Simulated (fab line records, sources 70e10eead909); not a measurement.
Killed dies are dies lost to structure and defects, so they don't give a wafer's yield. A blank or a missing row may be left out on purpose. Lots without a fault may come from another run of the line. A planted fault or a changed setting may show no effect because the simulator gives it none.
Which tool did it? | flow nand_harc | 10 lots, 30 wafers sampled, at 4 steps of a route of 1159

WHAT THE GAUGES READ, wafer by wafer
The record holds no reading of a measuring or inspecting step that can be judged against a usual standard deviation.

WHICH TOOL RAN EACH LOT (tool, then ch and the chambers of the sampled wafers, then the start)
lot  | NHARC_A_M0_ANNEAL_30             | NHARC_A_M1_ETCH_35                 | NHARC_A_M1_STRIP_18                | NHARC_A_M1_ETCH_28
L168 | rtp_anneal-02 ch 0, day 23 06:23 | rie_diel-13 ch 0,3, day 23 08:53   | rie_diel-02 ch 2,3, day 23 09:11   | rie_diel-02 ch 0,2, day 23 09:29
L164 | rtp_anneal-02 ch 0, day 23 09:51 | rie_diel-13 ch 0,2,3, day 23 12:14 | rie_diel-02 ch 0,2,3, day 23 12:36 | rie_diel-02 ch 0,2,3, day 23 12:49
L165 | rtp_anneal-02 ch 0, day 23 11:08 | rie_diel-10 ch 0,1,2, day 23 13:38 | rie_diel-10 ch 0,2,3, day 23 13:55 | rie_diel-10 ch 1,2, day 23 14:09
L173 | rtp_anneal-01 ch 0, day 24 00:55 | rie_diel-10 ch 0,2,3, day 24 03:13 | rie_diel-10 ch 1,2,3, day 24 03:34 | rie_diel-10 ch 1,2,3, day 24 03:46
L175 | rtp_anneal-01 ch 0, day 25 05:16 | rie_diel-10 ch 1,2,3, day 25 07:46 | rie_diel-10 ch 0,1,3, day 25 08:05 | rie_diel-10 ch 2,3, day 25 08:17
L179 | rtp_anneal-02 ch 0, day 25 06:25 | rie_diel-10 ch 0,1,3, day 25 08:50 | rie_diel-10 ch 0,2, day 25 09:08   | rie_diel-10 ch 1,2,3, day 25 09:23
L182 | rtp_anneal-01 ch 0, day 25 07:28 | rie_diel-13 ch 0,1,2, day 25 10:50 | rie_diel-10 ch 0,1,2, day 25 11:07 | rie_diel-10 ch 2,3, day 25 11:22
L176 | rtp_anneal-01 ch 0, day 26 03:38 | rie_diel-13 ch 1,2, day 26 05:59   | rie_diel-13 ch 0,1,2, day 26 06:20 | rie_diel-13 ch 1,2,3, day 26 06:32
L187 | rtp_anneal-01 ch 0, day 26 14:17 | rie_diel-10 ch 0,1,2, day 26 16:40 | rie_diel-13 ch 0,1,3, day 26 16:58 | rie_diel-13 ch 0,2, day 26 17:11
L186 | rtp_anneal-01 ch 0, day 26 15:23 | rie_diel-10 ch 0,2, day 26 17:55   | rie_diel-02 ch 0,3, day 26 18:13   | rie_diel-02 ch 0,2, day 26 18:27
- NHARC_A_M0_ANNEAL_30: time 90 s.
- NHARC_A_M1_ETCH_35: etches the open film in N2/H2, target depth 40 nm, overetch 12 nm, time 43.94 s.
- NHARC_A_M1_STRIP_18: strips in N2/H2.
- NHARC_A_M1_ETCH_28: etches the open film in CF4/N2, target depth 30 nm, time 72.99 s.

WHAT THE TOOLS THEMSELVES READ (means of the sampled wafers that have a number; where no wafer has one, the mark that the record gives instead)
NHARC_A_M0_ANNEAL_30.
lot  | tool          | anneal_temp_c (C) | wafer_temp_C_max
L168 | rtp_anneal-02 | 225.06            | 225.8
L164 | rtp_anneal-02 | 225.12            | 226.0
L165 | rtp_anneal-02 | 224.96            | 226.0
L173 | rtp_anneal-01 | 225.09            | 226.3
L175 | rtp_anneal-01 | 224.82            | 226.3
L179 | rtp_anneal-02 | 225.18            | 226.0
L182 | rtp_anneal-01 | 225.08            | 226.0
L176 | rtp_anneal-01 | 224.78            | 226.5
L187 | rtp_anneal-01 | 224.96            | 226.3
L186 | rtp_anneal-01 | 225.01            | 226.1

NHARC_A_M1_ETCH_35.
lot  | tool        | bias_w (W) | drypump_motor_current_A (A) | oes_product_au (a.u.) | rf_vpp_V (V) | run_length_s (s) | showerhead_plenum_p_Torr (Torr) | throttle_valve_pct (%)
L168 | rie_diel-13 | 149.9      | 6.4                         | 0.999                 | 426          | 65.2             | 1.90                            | 14.163
L164 | rie_diel-13 | 149.8      | 6.1                         | 0.997                 | 429          | 65.0             | 1.99                            | 14.168
L165 | rie_diel-10 | 149.9      | 5.6                         | 0.996                 | 432          | 65.1             | 2.11                            | 14.175
L173 | rie_diel-10 | 150.3      | 5.5                         | 0.993                 | 430          | 65.1             | 2.03                            | 14.170
L175 | rie_diel-10 | 150.1      | 5.3                         | 0.983                 | 431          | 65.1             | 2.05                            | 14.173
L179 | rie_diel-10 | 150.3      | 5.3                         | 0.987                 | 430          | 65.1             | 2.02                            | 14.170
L182 | rie_diel-13 | 150.0      | 5.7                         | 1.002                 | 429          | 64.8             | 2.00                            | 14.171
L176 | rie_diel-13 | 150.3      | 5.5                         | 1.008                 | 431          | 64.8             | 2.09                            | 14.163
L187 | rie_diel-10 | 150.6      | 5.6                         | 1.001                 | 432          | 65.0             | 2.10                            | 14.170
L186 | rie_diel-10 | 149.3      | 5.8                         | 1.000                 | 432          | 65.3             | 2.12                            | 14.172

NHARC_A_M1_STRIP_18.
lot  | tool        | drypump_motor_current_A (A) | oes_product_au (a.u.) | rf_vpp_V (V) | showerhead_plenum_p_Torr (Torr) | throttle_valve_pct (%)
L168 | rie_diel-02 | 5.0                         | 1.004                 | 90.3         | 1.95                            | 14.174
L164 | rie_diel-02 | 5.2                         | 1.008                 | 91.1         | 2.03                            | 14.167
L165 | rie_diel-10 | 5.4                         | 0.989                 | 91.3         | 2.03                            | 14.170
L173 | rie_diel-10 | 5.3                         | 0.999                 | 90.8         | 2.05                            | 14.163
L175 | rie_diel-10 | 5.3                         | 1.002                 | 90.5         | 2.02                            | 14.181
L179 | rie_diel-10 | 5.8                         | 1.001                 | 90.8         | 2.09                            | 14.167
L182 | rie_diel-10 | 5.6                         | 0.998                 | 91.0         | 2.11                            | 14.172
L176 | rie_diel-13 | 5.7                         | 1.003                 | 89.7         | 2.00                            | 14.168
L187 | rie_diel-13 | 6.0                         | 1.006                 | 89.4         | 1.91                            | 14.166
L186 | rie_diel-02 | 5.3                         | 1.005                 | 91.1         | 2.02                            | 14.183

NHARC_A_M1_ETCH_28.
lot  | tool        | bias_w (W) | cf4_flow_sccm (sccm) | drypump_motor_current_A (A) | oes_product_au (a.u.) | rf_vpp_V (V) | run_length_s (s) | showerhead_plenum_p_Torr (Torr) | throttle_valve_pct (%)
L168 | rie_diel-02 | 99.66      | 50.03                | 5.4                         | 1.008                 | 315.5        | 94.5             | 2.71                            | 19.800
L164 | rie_diel-02 | 100.03     | 50.03                | 5.2                         | 1.008                 | 313.7        | 94.3             | 2.61                            | 19.798
L165 | rie_diel-10 | 99.80      | 50.23                | 5.5                         | 0.995                 | 316.6        | 94.0             | 2.75                            | 19.796
L173 | rie_diel-10 | 100.04     | 49.91                | 5.2                         | 0.991                 | 314.7        | 94.0             | 2.64                            | 19.791
L175 | rie_diel-10 | 100.41     | 50.11                | 5.1                         | 0.989                 | 314.0        | 94.1             | 2.55                            | 19.789
L179 | rie_diel-10 | 100.06     | 49.97                | 5.2                         | 0.991                 | 314.8        | 88.6             | 2.64                            | 19.793
L182 | rie_diel-10 | 99.64      | 50.21                | 5.1                         | 0.988                 | 312.6        | 83.0             | 2.55                            | 19.786
L176 | rie_diel-13 | 99.69      | 49.87                | 5.7                         | 1.004                 | 313.5        | 94.0             | 2.58                            | 19.795
L187 | rie_diel-13 | 99.39      | 50.05                | 5.9                         | 1.014                 | 315.6        | 94.1             | 2.68                            | 19.791
L186 | rie_diel-02 | 99.82      | 50.22                | 5.4                         | 1.020                 | 315.9        | 94.7             | 2.71                            | 19.790

THE ANSWER, worked out from the rows above alone
Rule: what is usual is taken from the lots themselves. Put in order of their means at a reading, lots are off if they are a third of the lots or fewer, leave a main group of 4 or more, and stand apart from it by a gap of 3 or more times the standard deviation of the main group's means; of several such gaps the widest counts. A main group whose means are all the same, to the digits that the tables above print for the reading, isn't used. A lot without any number at a reading at which 4 lots or more have one is off too. The other lots that the step has rows for count as sound. The gauges are gone through in route order, then the tools' own readings, and for those a lot's mean is taken as printed above. The first step at which some lot is off is used, and at that step the reading that is off furthest; a lot without a number counts as furthest.
Off: L179, L182, at NHARC_A_M1_ETCH_28 (run_length_s). The main group: mean 94.2 s, standard deviation 0.25.
A tool fits if, at that step or a process step before it, it ran every lot that is off, and no sound lot after the first of them. One fits: rie_diel-10 at NHARC_A_M1_STRIP_18 and NHARC_A_M1_ETCH_28. At NHARC_A_M1_STRIP_18 its last sound lot is L175 (day 25 08:05), its first lot that is off L179 (day 25 09:08): a fault that began between those two fits.

WHAT THE SIMULATOR HAD PUT IN
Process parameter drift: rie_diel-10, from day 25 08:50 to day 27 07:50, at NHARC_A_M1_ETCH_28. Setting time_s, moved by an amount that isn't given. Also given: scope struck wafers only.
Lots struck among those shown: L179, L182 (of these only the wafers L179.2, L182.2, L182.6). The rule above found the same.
